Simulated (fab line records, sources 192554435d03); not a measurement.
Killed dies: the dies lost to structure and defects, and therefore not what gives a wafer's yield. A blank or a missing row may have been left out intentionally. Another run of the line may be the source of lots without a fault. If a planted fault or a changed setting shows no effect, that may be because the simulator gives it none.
Which of the tools did it? || flow n5Finfet || Sampling: 12 lots, 33 wafers, 2 of 1938 route steps

## WHAT EACH GAUGE READ, for each wafer
N5_MIM_TOP_LITHO_OVL_MEAS_11.
{"lot": "L609", "measured": "day 13 05:01", "on": "overlay-02", "MIM_TOP_OVL (nm)": "1 -10 -4"}
{"lot": "L613", "measured": "day 13 15:36", "on": "overlay-01", "MIM_TOP_OVL (nm)": "-5 -16 -10"}
{"lot": "L617", "measured": "day 14 05:19", "on": "overlay-02", "MIM_TOP_OVL (nm)": "-2 -8"}
{"lot": "L615", "measured": "day 14 07:15", "on": "overlay-02", "MIM_TOP_OVL (nm)": "-22 -20 -16"}
{"lot": "L616", "measured": "day 14 14:54", "on": "overlay-01", "MIM_TOP_OVL (nm)": "-4 3"}
{"lot": "L619", "measured": "day 15 20:25", "on": "overlay-01", "MIM_TOP_OVL (nm)": "-6 -6 -1"}
{"lot": "L624", "measured": "day 15 20:50", "on": "overlay-02", "MIM_TOP_OVL (nm)": "-2 -3 -4"}
{"lot": "L622", "measured": "day 16 03:38", "on": "overlay-01", "MIM_TOP_OVL (nm)": "-7 -11 -12"}
{"lot": "L623", "measured": "day 16 08:13", "on": "overlay-01", "MIM_TOP_OVL (nm)": "-4 -9 -8"}
{"lot": "L630", "measured": "day 17 22:16", "on": "overlay-01", "MIM_TOP_OVL (nm)": "-10 -2 -2"}
{"lot": "L632", "measured": "day 17 22:50", "on": "overlay-02", "MIM_TOP_OVL (nm)": "-9 -14 -11"}
{"lot": "L631", "measured": "day 18 03:36", "on": "overlay-01", "MIM_TOP_OVL (nm)": "-5 -11"}

## EACH LOT AND THE TOOL THAT RAN IT (in order: tool; ch and the chambers of the sampled wafers; start)
{"lot": "L609", "N5_MIM_TOP_DEGAS_04": "pvdSputter-01, day 13 04:33"}
{"lot": "L613", "N5_MIM_TOP_DEGAS_04": "pvdSputter-03, day 13 15:08"}
{"lot": "L617", "N5_MIM_TOP_DEGAS_04": "pvdSputter-03, day 14 04:51"}
{"lot": "L615", "N5_MIM_TOP_DEGAS_04": "pvdSputter-02, day 14 06:40"}
{"lot": "L616", "N5_MIM_TOP_DEGAS_04": "pvdSputter-03, day 14 14:20"}
{"lot": "L619", "N5_MIM_TOP_DEGAS_04": "pvdSputter-02, day 15 19:57"}
{"lot": "L624", "N5_MIM_TOP_DEGAS_04": "pvdSputter-03, day 15 20:14"}
{"lot": "L622", "N5_MIM_TOP_DEGAS_04": "pvdSputter-01, day 16 03:10"}
{"lot": "L623", "N5_MIM_TOP_DEGAS_04": "pvdSputter-01, day 16 07:45"}
{"lot": "L630", "N5_MIM_TOP_DEGAS_04": "pvdSputter-03, day 17 21:41"}
{"lot": "L632", "N5_MIM_TOP_DEGAS_04": "pvdSputter-02, day 17 22:22"}
{"lot": "L631", "N5_MIM_TOP_DEGAS_04": "pvdSputter-02, day 18 03:01"}
- N5_MIM_TOP_DEGAS_04: time 60 s.

## AS READ BY THE TOOLS THEMSELVES (means over the sampled wafers that have a number; for cases with no such wafer, the mark the record gives instead)
N5_MIM_TOP_DEGAS_04.
{"lot": "L609", "tool": "pvdSputter-01", "heaterPowerW (W)": 465}
{"lot": "L613", "tool": "pvdSputter-03", "heaterPowerW (W)": 453}
{"lot": "L617", "tool": "pvdSputter-03", "heaterPowerW (W)": 458}
{"lot": "L615", "tool": "pvdSputter-02", "heaterPowerW (W)": 438}
{"lot": "L616", "tool": "pvdSputter-03", "heaterPowerW (W)": 454}
{"lot": "L619", "tool": "pvdSputter-02", "heaterPowerW (W)": 414}
{"lot": "L624", "tool": "pvdSputter-03", "heaterPowerW (W)": 456}
{"lot": "L622", "tool": "pvdSputter-01", "heaterPowerW (W)": 455}
{"lot": "L623", "tool": "pvdSputter-01", "heaterPowerW (W)": 464}
{"lot": "L630", "tool": "pvdSputter-03", "heaterPowerW (W)": 439}
{"lot": "L632", "tool": "pvdSputter-02", "heaterPowerW (W)": 413}
{"lot": "L631", "tool": "pvdSputter-02", "heaterPowerW (W)": 496}

## THE ANSWER, worked out from the rows above alone
Rule: what is usual is taken from the lots themselves. The widest of any qualifying gaps counts: lots, ordered by their means at a reading, are off when they make up no more than a third of the lots, leave a main group of 4 or more, and stand apart from it by 3 or more times the standard deviation of that group's means. If all means in a main group match to the digits the tables above print for the reading, that group is not used. Also off: a lot with no number at a reading for which 4 or more lots have one. Where the step has rows for the other lots, those lots are counted as sound. Order of review: gauges by route order, followed by the tools' own readings, for which a lot's mean as printed above is used. At the first step where some lot is off, the reading lying furthest off is the one used; lots without a number count as furthest.
Nothing can be told from this: no lot is off at any reading shown.

## WHAT THE SIMULATOR PUT IN
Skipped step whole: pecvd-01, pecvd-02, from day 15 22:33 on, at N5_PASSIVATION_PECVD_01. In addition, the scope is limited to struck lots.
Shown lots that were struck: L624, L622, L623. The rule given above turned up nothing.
